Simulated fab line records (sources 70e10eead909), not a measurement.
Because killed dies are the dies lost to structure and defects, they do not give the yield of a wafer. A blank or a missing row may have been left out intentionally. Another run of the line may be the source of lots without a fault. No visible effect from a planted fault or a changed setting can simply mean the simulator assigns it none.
Matching of chambers ; flow nand_harc ; NHARC_HYBRID_BOND_ACTIVATE_00 on rie_diel-06: 4 sister chambers
The step chemistry N2, time 60 s. 18 wafers are shown with their chamber, then 9 later ones without.

== WAFERS, EACH WITH ITS CHAMBER ==
wafer;chamber;drypump_motor_current_A (A);showerhead_plenum_p_Torr (Torr);n2_flow_sccm (sccm)
L206.1;0;5.6;1.74;199.9
L206.3;3;5.1;1.70;200.0
L206.5;0;5.6;1.74;200.3
L207.1;0;5.6;1.74;200.6
L207.2;1;6.2;1.63;199.7
L207.4;3;5.1;1.69;199.5
L208.1;1;6.2;1.63;199.2
L208.4;3;5.1;1.70;200.9
L208.5;1;6.2;1.63;199.9
L219.1;1;6.2;1.63;200.2
L219.5;0;5.6;1.74;199.5
L219.6;1;6.2;1.63;200.8
L222.2;1;6.2;1.63;200.5
L222.4;0;5.6;1.74;200.1
L222.6;0;5.6;1.74;199.5
L223.1;1;6.2;1.63;200.6
L223.2;3;5.0;1.69;199.5
L223.4;2;4.9;1.68;201.2

SIGNATURES (averages over the wafers above)
reading;chamber 0;chamber 1;chamber 2;chamber 3;scatter within a chamber
drypump_motor_current_A;5.600;6.200;4.900;5.075;0.0231
showerhead_plenum_p_Torr;1.7400;1.6300;1.6800;1.6950;0.00267
n2_flow_sccm;199.983;200.129;201.200;199.975;0.547
Rule: for a wafer and a chamber, the distance is found by dividing, reading by reading, the gap between the wafer's reading and the chamber's mean by the reading's scatter, squaring, summing and taking the root. If the next closest chamber is less than 2 further off than the closest, the wafer can't be placed; otherwise it belongs to the closest. The scatter: the root of (the sum of the squares of (reading less its chamber's mean) over the shown wafers, divided by (wafers less chambers)).

== WAFERS WITHOUT THEIR CHAMBER ==
wafer;drypump_motor_current_A (A);showerhead_plenum_p_Torr (Torr);n2_flow_sccm (sccm)
L225.2;6.2;1.63;200.5
L225.3;5.1;1.69;200.7
L225.5;5.0;1.68;199.6
L226.2;5.0;1.68;200.4
L226.3;6.2;1.63;200.2
L226.4;5.0;1.69;200.0
L228.1;5.0;1.69;201.1
L228.2;6.2;1.63;200.8
L228.5;6.2;1.63;199.9

== EACH ONE'S CHAMBER ==
wafer;from the rows above;in truth
L225.2;1;1
L225.3;3;3
L225.5;can't be placed: 2 or 3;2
L226.2;can't be placed: 2 or 3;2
L226.3;1;1
L226.4;3;3
L228.1;can't be placed: 3 or 2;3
L228.2;1;1
L228.5;1;1
Correctly placed: 6 of 9. From these rows, 3 cannot be placed; in 3 the true chamber is one of the candidates. Wrongly placed: 0.
